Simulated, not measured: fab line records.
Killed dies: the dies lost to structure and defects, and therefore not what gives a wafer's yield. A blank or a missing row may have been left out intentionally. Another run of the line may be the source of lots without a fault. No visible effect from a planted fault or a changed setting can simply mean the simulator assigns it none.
Which of the tools did it? + flow n5Finfet + 24 lots with 72 wafers sampled at 5 steps, on a route of 1938 steps

WHAT THE GAUGES SHOWED, per wafer
N5_BEOL_M6_CD_MEAS_11 targets a cd of 38.5 nm. Usual: cdNm at 38.4 nm, with a standard deviation of 0.5.
| lot  | measured     | on       | cdNm (nm)      | flag |
|------|--------------|----------|----------------|------|
| L074 | day 9 01:18  | cdSem-03 | 38.9 37.5 38.2 |      |
| L075 | day 9 09:04  | cdSem-03 | 38.5 38.1 37.9 |      |
| L076 | day 9 18:01  | cdSem-03 | 38.6 38.5 38.0 |      |
| L077 | day 9 23:17  | cdSem-02 | 38.5 38.8 38.8 |      |
| L079 | day 9 23:27  | cdSem-01 | 38.8 38.3 38.5 |      |
| L078 | day 10 04:35 | cdSem-01 | 38.4 38.1 38.1 |      |
| L080 | day 10 17:46 | cdSem-01 | 38.6 38.0 38.1 |      |
| L081 | day 10 22:15 | cdSem-01 | 38.2 38.6 38.4 |      |
| L082 | day 11 01:45 | cdSem-03 | 39.7 38.3 38.4 |      |
| L083 | day 11 12:53 | cdSem-03 | 39.5 38.3 38.4 |      |
| L085 | day 11 13:06 | cdSem-03 | 37.5 38.9 37.6 |      |
| L084 | day 11 18:34 | cdSem-01 | 38.3 38.6 39.8 |      |
| L088 | day 11 21:19 | cdSem-03 | 38.0 38.0 38.3 |      |
| L086 | day 11 23:38 | cdSem-01 | 38.2 38.1 37.6 |      |
| L089 | day 12 17:50 | cdSem-03 | 37.9 38.3 38.1 |      |
| L087 | day 12 18:01 | cdSem-03 | 38.5 38.3 38.6 |      |
| L090 | day 13 00:40 | cdSem-02 | 38.1 38.2 37.8 |      |
| L091 | day 13 20:12 | cdSem-03 | 38.8 38.5 38.3 |      |
| L092 | day 13 20:43 | cdSem-01 | 38.5 39.4 37.6 |      |
| L094 | day 13 21:29 | cdSem-02 | 37.7 38.0 38.4 |      |
| L093 | day 14 00:01 | cdSem-03 | 38.1 38.1 38.3 |      |
| L096 | day 14 00:13 | cdSem-02 | 39.6 38.6 38.1 |      |
| L095 | day 14 17:18 | cdSem-03 | 39.0 38.7 38.9 |      |
| L097 | day 14 23:47 | cdSem-03 | 38.0 38.5 37.8 |      |

N5_BEOL_M6_THK_MEAS_53: measures by xrf. Usual: M6_THK gives 80.0 nm (standard deviation 2.4).
| lot  | measured     | on           | M6_THK (nm)    | flag |
|------|--------------|--------------|----------------|------|
| L074 | day 9 06:17  | filmMetro-02 | 79.9 82.5 79.2 |      |
| L075 | day 9 15:48  | filmMetro-01 | 85.2 78.3 82.5 |      |
| L076 | day 9 23:30  | filmMetro-01 | 76.2 78.8 76.5 |      |
| L077 | day 10 05:34 | filmMetro-02 | 80.5 76.7 81.9 |      |
| L079 | day 10 06:35 | filmMetro-01 | 76.8 76.2 80.1 |      |
| L078 | day 10 11:22 | filmMetro-01 | 85.3 80.2 79.2 |      |
| L080 | day 10 23:44 | filmMetro-02 | 82.8 81.5 80.5 |      |
| L081 | day 11 04:36 | filmMetro-02 | 79.3 77.1 80.5 |      |
| L082 | day 11 05:55 | filmMetro-01 | 83.8 80.6 82.8 |      |
| L083 | day 11 18:20 | filmMetro-02 | 79.8 77.9 80.9 |      |
| L085 | day 11 19:28 | filmMetro-01 | 79.9 75.7 79.2 |      |
| L084 | day 12 01:46 | filmMetro-02 | 80.4 82.6 78.8 |      |
| L088 | day 12 02:49 | filmMetro-02 | 80.4 79.8 81.3 |      |
| L086 | day 12 06:43 | filmMetro-01 | 79.6 80.4 79.8 |      |
| L089 | day 13 01:38 | filmMetro-02 | 78.1 77.6 78.9 |      |
| L087 | day 13 01:23 | filmMetro-01 | 77.0 80.4 80.9 |      |
| L090 | day 13 06:32 | filmMetro-01 | 76.7 75.2 79.8 |      |
| L091 | day 14 00:57 | filmMetro-02 | 77.1 81.5 76.9 |      |
| L092 | day 14 03:45 | filmMetro-01 | 75.1 78.6 80.1 |      |
| L094 | day 14 04:41 | filmMetro-01 | 84.9 79.4 79.4 |      |
| L093 | day 14 05:49 | filmMetro-01 | 82.4 81.0 82.7 |      |
| L096 | day 14 05:25 | filmMetro-02 | 84.9 80.1 84.3 |      |
| L095 | day 15 01:04 | filmMetro-01 | 79.4 78.2 79.5 |      |
| L097 | day 15 05:39 | filmMetro-02 | 80.0 78.4 79.5 |      |

TOOL THAT RAN EACH LOT (tool first, then ch and the chambers of the sampled wafers, then the start)
| lot  | N5_BEOL_M6_PECVD_70             | N5_BEOL_M6_CURE_75           | N5_BEOL_M6_ANNEAL_51            |
|------|---------------------------------|------------------------------|---------------------------------|
| L074 | pecvd-01 ch 0,1,2, day 9 00:20  | uvCure-03 ch 0, day 9 02:57  | rtpAnneal-01 ch 0, day 9 05:44  |
| L075 | pecvd-04 ch 0,2, day 9 07:20    | uvCure-03 ch 1, day 9 13:47  | rtpAnneal-01 ch 0, day 9 15:11  |
| L076 | pecvd-04 ch 0,2, day 9 15:43    | uvCure-02 ch 2, day 9 19:51  | rtpAnneal-01 ch 0, day 9 22:57  |
| L077 | pecvd-04 ch 0,1,2, day 9 21:14  | uvCure-03 ch 0, day 10 01:04 | rtpAnneal-01 ch 0, day 10 04:55 |
| L079 | pecvd-01 ch 0,1,2, day 9 21:32  | uvCure-03 ch 0, day 10 04:16 | rtpAnneal-01 ch 0, day 10 05:59 |
| L078 | pecvd-03 ch 0,1,2, day 10 01:37 | uvCure-01 ch 1, day 10 08:54 | rtpAnneal-02 ch 0, day 10 10:46 |
| L080 | pecvd-03 ch 0,1, day 10 16:03   | uvCure-03 ch 0, day 10 22:05 | rtpAnneal-01 ch 0, day 10 23:13 |
| L081 | pecvd-01 ch 0,1,2, day 10 18:28 | uvCure-01 ch 1, day 11 01:53 | rtpAnneal-02 ch 0, day 11 04:01 |
| L082 | pecvd-01 ch 0,1,2, day 10 23:35 | uvCure-02 ch 0, day 11 03:51 | rtpAnneal-02 ch 0, day 11 05:20 |
| L083 | pecvd-04 ch 0,1, day 11 11:00   | uvCure-03 ch 0, day 11 15:49 | rtpAnneal-02 ch 0, day 11 17:38 |
| L085 | pecvd-01 ch 0,1,2, day 11 11:34 | uvCure-01 ch 2, day 11 16:12 | rtpAnneal-02 ch 0, day 11 18:31 |
| L084 | pecvd-04 ch 0,1,2, day 11 17:12 | uvCure-01 ch 2, day 11 22:35 | rtpAnneal-01 ch 0, day 12 00:54 |
| L088 | pecvd-04 ch 0,2, day 11 20:28   | uvCure-01 ch 1, day 11 23:11 | rtpAnneal-02 ch 0, day 12 02:13 |
| L086 | pecvd-01 ch 1,2, day 11 22:33   | uvCure-01 ch 0, day 12 03:02 | rtpAnneal-01 ch 0, day 12 05:51 |
| L089 | pecvd-03 ch 0,2, day 12 15:50   | uvCure-02 ch 1, day 12 21:28 | rtpAnneal-02 ch 0, day 13 01:02 |
| L087 | pecvd-01 ch 0,1, day 12 16:07   | uvCure-02 ch 1, day 12 21:16 | rtpAnneal-02 ch 0, day 13 00:52 |
| L090 | pecvd-01 ch 0,1,2, day 12 22:36 | uvCure-02 ch 2, day 13 04:11 | rtpAnneal-01 ch 0, day 13 05:56 |
| L091 | pecvd-04 ch 0,1,2, day 13 16:20 | uvCure-03 ch 0, day 13 21:50 | rtpAnneal-01 ch 0, day 14 00:22 |
| L092 | pecvd-04 ch 0,2, day 13 18:40   | uvCure-03 ch 2, day 14 00:10 | rtpAnneal-02 ch 0, day 14 03:10 |
| L094 | pecvd-01 ch 0,1, day 13 20:43   | uvCure-02 ch 2, day 14 00:31 | rtpAnneal-02 ch 0, day 14 04:05 |
| L093 | pecvd-03 ch 0,2, day 13 23:02   | uvCure-03 ch 2, day 14 03:02 | rtpAnneal-01 ch 0, day 14 05:14 |
| L096 | pecvd-01 ch 0,1, day 13 23:11   | uvCure-02 ch 2, day 14 02:28 | rtpAnneal-02 ch 0, day 14 04:49 |
| L095 | pecvd-04 ch 0,1,2, day 14 14:43 | uvCure-02 ch 2, day 14 22:49 | rtpAnneal-01 ch 0, day 15 00:29 |
| L097 | pecvd-01 ch 1,2, day 14 22:49   | uvCure-03 ch 2, day 15 03:36 | rtpAnneal-01 ch 0, day 15 05:04 |
- N5_BEOL_M6_PECVD_70: deposits SiO2 from TEOS/O2, target thk 20 nm, time 22.7 s.
- N5_BEOL_M6_CURE_75: cures SiCOH lowk, time 120 s.
- N5_BEOL_M6_ANNEAL_51: time 90 s.

WHAT THE TOOLS THEMSELVES READ (means of the sampled wafers that have a number; where no wafer has one, the mark that the record gives instead)
N5_BEOL_M6_PECVD_70. Usual: heaterPowerW 698 W, standard deviation 120; showerheadPlenumPTorr 8.77 Torr, standard deviation 0.045; throttleValvePct 22.2 %, standard deviation 0.93.
| lot  | tool     | heaterPowerW (W) | showerheadPlenumPTorr (Torr) | throttleValvePct (%) | flag |
|------|----------|------------------|------------------------------|----------------------|------|
| L074 | pecvd-01 | 673              | 8.80                         | 22.2                 |      |
| L075 | pecvd-04 | 691              | 8.74                         | 21.8                 |      |
| L076 | pecvd-04 | 761              | 8.74                         | 21.8                 |      |
| L077 | pecvd-04 | 731              | 8.74                         | 22.2                 |      |
| L079 | pecvd-01 | 674              | 8.80                         | 22.2                 |      |
| L078 | pecvd-03 | 638              | 8.76                         | 21.9                 |      |
| L080 | pecvd-03 | 626              | 8.75                         | 23.4                 |      |
| L081 | pecvd-01 | 686              | 8.80                         | 22.3                 |      |
| L082 | pecvd-01 | 659              | 8.78                         | 22.3                 |      |
| L083 | pecvd-04 | 672              | 8.75                         | 22.1                 |      |
| L085 | pecvd-01 | 684              | 8.80                         | 22.4                 |      |
| L084 | pecvd-04 | 675              | 8.74                         | 22.2                 |      |
| L088 | pecvd-04 | 736              | 8.74                         | 22.1                 |      |
| L086 | pecvd-01 | 783              | 8.77                         | 23.0                 |      |
| L089 | pecvd-03 | 741              | 8.79                         | 21.5                 |      |
| L087 | pecvd-01 | 694              | 8.81                         | 22.0                 |      |
| L090 | pecvd-01 | 721              | 8.80                         | 22.3                 |      |
| L091 | pecvd-04 | 700              | 8.74                         | 22.1                 |      |
| L092 | pecvd-04 | 768              | 8.74                         | 22.1                 |      |
| L094 | pecvd-01 | 854              | 8.78                         | 22.8                 |      |
| L093 | pecvd-03 | 688              | 8.80                         | 21.6                 |      |
| L096 | pecvd-01 | 750              | 8.80                         | 22.1                 |      |
| L095 | pecvd-04 | 651              | 8.74                         | 22.0                 |      |
| L097 | pecvd-01 | 846              | 8.78                         | 23.0                 |      |

N5_BEOL_M6_CURE_75. Usual: lampPowerPct 52.31 %, standard deviation 0.054; wafer_temp_C_max 371.6, standard deviation 0.63.
| lot  | tool      | lampPowerPct (%) | wafer_temp_C_max | flag |
|------|-----------|------------------|------------------|------|
| L074 | uvCure-03 | 52.27            | 371.8            |      |
| L075 | uvCure-03 | 52.31            | 371.0            |      |
| L076 | uvCure-02 | 52.33            | 371.2            |      |
| L077 | uvCure-03 | 52.35            | 371.5            |      |
| L079 | uvCure-03 | 52.32            | 371.5            |      |
| L078 | uvCure-01 | 52.36            | 372.0            |      |
| L080 | uvCure-03 | 52.31            | 371.2            |      |
| L081 | uvCure-01 | 52.31            | 371.8            |      |
| L082 | uvCure-02 | 52.31            | 371.6            |      |
| L083 | uvCure-03 | 52.31            | 371.5            |      |
| L085 | uvCure-01 | 52.33            | 371.9            |      |
| L084 | uvCure-01 | 52.33            | 371.8            |      |
| L088 | uvCure-01 | 52.29            | 371.8            |      |
| L086 | uvCure-01 | 52.35            | 371.6            |      |
| L089 | uvCure-02 | 52.31            | 370.8            |      |
| L087 | uvCure-02 | 52.33            | 371.0            |      |
| L090 | uvCure-02 | 52.36            | 370.9            |      |
| L091 | uvCure-03 | 52.33            | 371.0            |      |
| L092 | uvCure-03 | 52.28            | 372.5            |      |
| L094 | uvCure-02 | 52.32            | 371.0            |      |
| L093 | uvCure-03 | 52.31            | 372.3            |      |
| L096 | uvCure-02 | 52.28            | 371.1            |      |
| L095 | uvCure-02 | 52.33            | 371.0            |      |
| L097 | uvCure-03 | 52.37            | 372.5            |      |

N5_BEOL_M6_ANNEAL_51. Usual: wafer_temp_C_max at 226.1, with a standard deviation of 0.45.
| lot  | tool         | wafer_temp_C_max | flag |
|------|--------------|------------------|------|
| L074 | rtpAnneal-01 | 225.7            |      |
| L075 | rtpAnneal-01 | 225.5            |      |
| L076 | rtpAnneal-01 | 225.6            |      |
| L077 | rtpAnneal-01 | 225.7            |      |
| L079 | rtpAnneal-01 | 225.9            |      |
| L078 | rtpAnneal-02 | 226.5            |      |
| L080 | rtpAnneal-01 | 225.8            |      |
| L081 | rtpAnneal-02 | 226.6            |      |
| L082 | rtpAnneal-02 | 226.6            |      |
| L083 | rtpAnneal-02 | 226.8            |      |
| L085 | rtpAnneal-02 | 226.6            |      |
| L084 | rtpAnneal-01 | 225.7            |      |
| L088 | rtpAnneal-02 | 226.5            |      |
| L086 | rtpAnneal-01 | 225.8            |      |
| L089 | rtpAnneal-02 | 226.5            |      |
| L087 | rtpAnneal-02 | 226.8            |      |
| L090 | rtpAnneal-01 | 225.7            |      |
| L091 | rtpAnneal-01 | 225.7            |      |
| L092 | rtpAnneal-02 | 226.4            |      |
| L094 | rtpAnneal-02 | 226.6            |      |
| L093 | rtpAnneal-01 | 225.9            |      |
| L096 | rtpAnneal-02 | 226.5            |      |
| L095 | rtpAnneal-01 | 225.7            |      |
| L097 | rtpAnneal-01 | 225.7            |      |

THE ANSWER, worked out from the rows above alone
Rule: a lot counts as off when the mean over its wafers that have a number is more than 3 standard deviations away from the usual mean. Also off: a lot with no number at a reading for which 4 or more lots have one. All remaining lots with rows at the step are treated as sound. First the gauges in route order, then the tools' own readings, where a lot's mean is used as printed above. At the first step where some lot is off, the reading lying furthest off is the one used; lots without a number count as furthest.
Nothing can be told from this: no lot is off at any reading shown.

WHAT THE SIMULATOR PUT IN
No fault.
